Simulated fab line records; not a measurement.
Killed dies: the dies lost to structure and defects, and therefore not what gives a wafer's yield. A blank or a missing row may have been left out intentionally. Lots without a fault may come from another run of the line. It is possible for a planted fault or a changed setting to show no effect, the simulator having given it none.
Chamber matching | flow nandHarc | NHARC_A_STAIRCASE_ETCHBACK_157 on rieDiel-11: 4 sister chambers
The step etches the open film in CH3F/O2, target depth 90 nm, time 167.14 s. 14 wafers are shown with their chamber, then 7 later ones without.

## EACH WAFER AND ITS CHAMBER
wafer  | chamber | showerheadPlenumPTorr (Torr) | rfVppV (V) | oesProductAu (a.u.)
L578.2 | 3       | 2.41                         | 243.2      | 1.01
L578.5 | 2       | 2.44                         | 244.1      | 0.99
L578.6 | 0       | 2.41                         | 243.1      | 1.02
L579.2 | 3       | 2.41                         | 244.8      | 1.01
L579.3 | 0       | 2.41                         | 243.4      | 1.02
L579.6 | 3       | 2.41                         | 244.1      | 1.02
L580.2 | 2       | 2.44                         | 244.1      | 0.98
L580.3 | 1       | 2.66                         | 247.1      | 0.97
L580.4 | 3       | 2.41                         | 244.1      | 1.01
L583.2 | 0       | 2.40                         | 242.3      | 0.93
L583.3 | 1       | 2.65                         | 247.7      | 0.91
L583.5 | 0       | 2.40                         | 243.0      | 0.94
L585.2 | 1       | 2.65                         | 246.5      | 0.97
L585.4 | 0       | 2.40                         | 243.3      | 1.00

SIGNATURES, as means of the wafers listed above
reading               | chamber 0 | chamber 1 | chamber 2 | chamber 3 | scatter within a chamber
showerheadPlenumPTorr | 2.4040    | 2.6533    | 2.4400    | 2.4100    | 0.00432
rfVppV                | 243.020   | 247.100   | 244.100   | 244.050   | 0.525
oesProductAu          | 0.9820    | 0.9500    | 0.9850    | 1.0125    | 0.0319
Rule: a wafer lies at a distance from a chamber equal to the root of the sum of squares, over the readings, of (its reading less the chamber's mean, divided by the reading's scatter). If the next closest chamber is less than 2 further off than the closest, the wafer can't be placed; otherwise it belongs to the closest. The scatter: the root of (the sum of the squares of (reading less its chamber's mean) over the shown wafers, divided by (wafers less chambers)).

## WAFERS WITHOUT THEIR CHAMBER
wafer  | showerheadPlenumPTorr (Torr) | rfVppV (V) | oesProductAu (a.u.)
L585.5 | 2.65                         | 246.5      | 0.98
L599.3 | 2.64                         | 248.1      | 1.00
L599.5 | 2.42                         | 244.5      | 1.01
L599.6 | 2.38                         | 244.2      | 1.02
L600.1 | 2.42                         | 243.4      | 1.01
L600.3 | 2.64                         | 247.2      | 1.00
L600.4 | 2.38                         | 243.0      | 1.01

## THE CHAMBER EACH PASSED THROUGH
wafer  | from the rows above     | in truth
L585.5 | 1                       | 1
L599.3 | 1                       | 1
L599.5 | 3                       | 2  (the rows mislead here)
L599.6 | can't be placed: 0 or 3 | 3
L600.1 | can't be placed: 3 or 0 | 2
L600.3 | 1                       | 1
L600.4 | can't be placed: 0 or 3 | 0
3 of 7 placed correctly. Cannot be placed on the basis of these rows: 3; the candidates contain the true chamber in 2. 1 placed wrongly.
